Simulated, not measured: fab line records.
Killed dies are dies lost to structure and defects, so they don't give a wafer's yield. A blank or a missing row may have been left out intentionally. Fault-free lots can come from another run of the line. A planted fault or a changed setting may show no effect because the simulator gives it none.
Which tool is to blame?	flow nand-harc	11 lots, 33 wafers sampled, at 5 steps of a route of 1302

WHAT THE GAUGES READ, wafer by wafer
NHARC_THIN_TSV_CD_MEAS_16.
lot	measured	on	cd-nm (nm)
L334	day 24 07:05	cd-sem-01	998.3 999.5 998.1
L335	day 24 10:47	cd-sem-02	999.7 999.3 998.7
L346	day 28 20:11	cd-sem-02	999.3 1001.1 998.3
L347	day 29 17:11	cd-sem-01	998.4 998.8 998.6
L350	day 30 07:23	cd-sem-02	998.7 1000.2 998.4
L349	day 30 01:11	cd-sem-02	1001.7 999.9 1000.6
L351	day 30 11:41	cd-sem-01	1001.2 1000.1 998.9
L354	day 31 18:37	cd-sem-01	998.3 998.4 997.2
L355	day 32 21:10	cd-sem-01	999.7 997.9 999.3
L357	day 33 05:40	cd-sem-02	998.9 1002.0 1003.8
L356	day 33 04:34	cd-sem-02	1001.0 1000.7 1001.1

NHARC_END_SORT_01.
lot	measured	on	killed-at-array	killed-at-other	killed-at-periphery	killed-dies	killed-open	killed-short
L335	day 25 07:08	prober-01	57 60 54	0 0 0	4 1 1	61 61 55	5 1 1	5 1 2
L346	day 29 11:46	prober-02	127 104 125	1 1 2	3 6 3	131 111 130	2 6 5	3 3 4
L347	day 30 08:51	prober-01	129 95 120	0 0 1	2 2 2	131 97 123	9 3 3	3 3 2
L350	day 30 23:14	prober-02	58 69 60	0 1 0	2 4 5	60 74 65	5 10 6	4 3 5

TOOL THAT RAN EACH LOT (tool first, then ch and the chambers of the sampled wafers, then the start)
lot	NHARC_A_STAIRCASE_STRIP_172	NHARC_THIN_TSV_DEP_47	NHARC_THIN_TSV_ANNEAL_52
L334	wet-bench-01 ch 1,2,4, day 15 10:50	pecvd-02 ch 0,1,2, day 24 08:01	rtp-anneal-01 ch 0, day 24 10:07
L335	wet-bench-01 ch 1,4,6, day 16 03:13	pecvd-01 ch 0,1,2, day 24 11:47	rtp-anneal-01 ch 0, day 24 13:55
L346	wet-bench-06 ch 3,4,6, day 20 18:20	pecvd-01 ch 0,2, day 28 21:08	rtp-anneal-02 ch 0, day 28 23:18
L347	wet-bench-06 ch 4,6,7, day 21 13:31	pecvd-01 ch 0,1, day 29 18:04	rtp-anneal-02 ch 0, day 29 20:12
L350	wet-bench-01 ch 1,2,7, day 21 17:28	pecvd-04 ch 0,1, day 30 08:16	rtp-anneal-01 ch 0, day 30 10:27
L349	wet-bench-01 ch 2,5,6, day 21 22:25	pecvd-01 ch 0,2, day 30 02:10	rtp-anneal-01 ch 0, day 30 04:14
L351	wet-bench-02 ch 2,4,7, day 22 09:01	pecvd-04 ch 0,1,2, day 30 12:39	rtp-anneal-01 ch 0, day 30 14:43
L354	wet-bench-02 ch 0,6,7, day 23 15:00	pecvd-01 ch 0,1,2, day 31 19:29	rtp-anneal-02 ch 0, day 31 21:37
L355	wet-bench-02 ch 4,5,6, day 24 13:11	pecvd-04 ch 0,1, day 32 22:07	rtp-anneal-01 ch 0, day 33 00:11
L357	wet-bench-06 ch 0,3,4, day 25 01:42	pecvd-04 ch 1,2, day 33 06:32	rtp-anneal-01 ch 0, day 33 08:44
L356	wet-bench-02 ch 4,6,7, day 25 01:59	pecvd-04 ch 0,1,2, day 33 05:28	rtp-anneal-02 ch 0, day 33 07:40
- NHARC_A_STAIRCASE_STRIP_172: strips in SPM, time 900 s.
- NHARC_THIN_TSV_DEP_47: deposits SiO2, target thk 200 nm.
- NHARC_THIN_TSV_ANNEAL_52: time 90 s.

AS READ BY THE TOOLS THEMSELVES (means over the sampled wafers that have a number; for cases with no such wafer, the mark the record gives instead)
NHARC_THIN_TSV_DEP_47.
lot	tool	throttle-valve-pct (%)
L334	pecvd-02	16.4
L335	pecvd-01	16.0
L346	pecvd-01	16.0
L347	pecvd-01	16.1
L350	pecvd-04	15.9
L349	pecvd-01	15.9
L351	pecvd-04	16.0
L354	pecvd-01	15.9
L355	pecvd-04	15.9
L357	pecvd-04	16.3
L356	pecvd-04	16.2

NHARC_THIN_TSV_ANNEAL_52.
lot	tool	anneal-temp-c (C)	wafer_temp_C_max
L334	rtp-anneal-01	224.87	225.64
L335	rtp-anneal-01	225.18	225.77
L346	rtp-anneal-02	225.14	226.10
L347	rtp-anneal-02	225.23	226.15
L350	rtp-anneal-01	225.05	225.78
L349	rtp-anneal-01	225.19	225.71
L351	rtp-anneal-01	225.12	225.73
L354	rtp-anneal-02	224.97	225.70
L355	rtp-anneal-01	225.05	225.53
L357	rtp-anneal-01	225.04	225.75
L356	rtp-anneal-02	224.64	226.00

THE ANSWER, worked out from the rows above alone
Rule: usual is defined by the lots themselves. Put in order of their means at a reading, lots are off if they are a third of the lots or fewer, leave a main group of 4 or more, and stand apart from it by a gap of 3 or more times the standard deviation of the main group's means; of several such gaps the widest counts. The tables above print the reading to a certain number of digits; a main group whose means all agree to those digits is not used. A lot without any number at a reading at which 4 lots or more have one is off too. All remaining lots with rows at the step are treated as sound. After the gauges, taken in route order, come the tools' own readings; for these a lot's mean is taken, as printed above. At the first step where some lot is off, the reading lying furthest off is the one used; lots without a number count as furthest.
Nothing can be told from this: no lot is off at any reading shown.

WHAT THE SIMULATOR HAD PUT IN
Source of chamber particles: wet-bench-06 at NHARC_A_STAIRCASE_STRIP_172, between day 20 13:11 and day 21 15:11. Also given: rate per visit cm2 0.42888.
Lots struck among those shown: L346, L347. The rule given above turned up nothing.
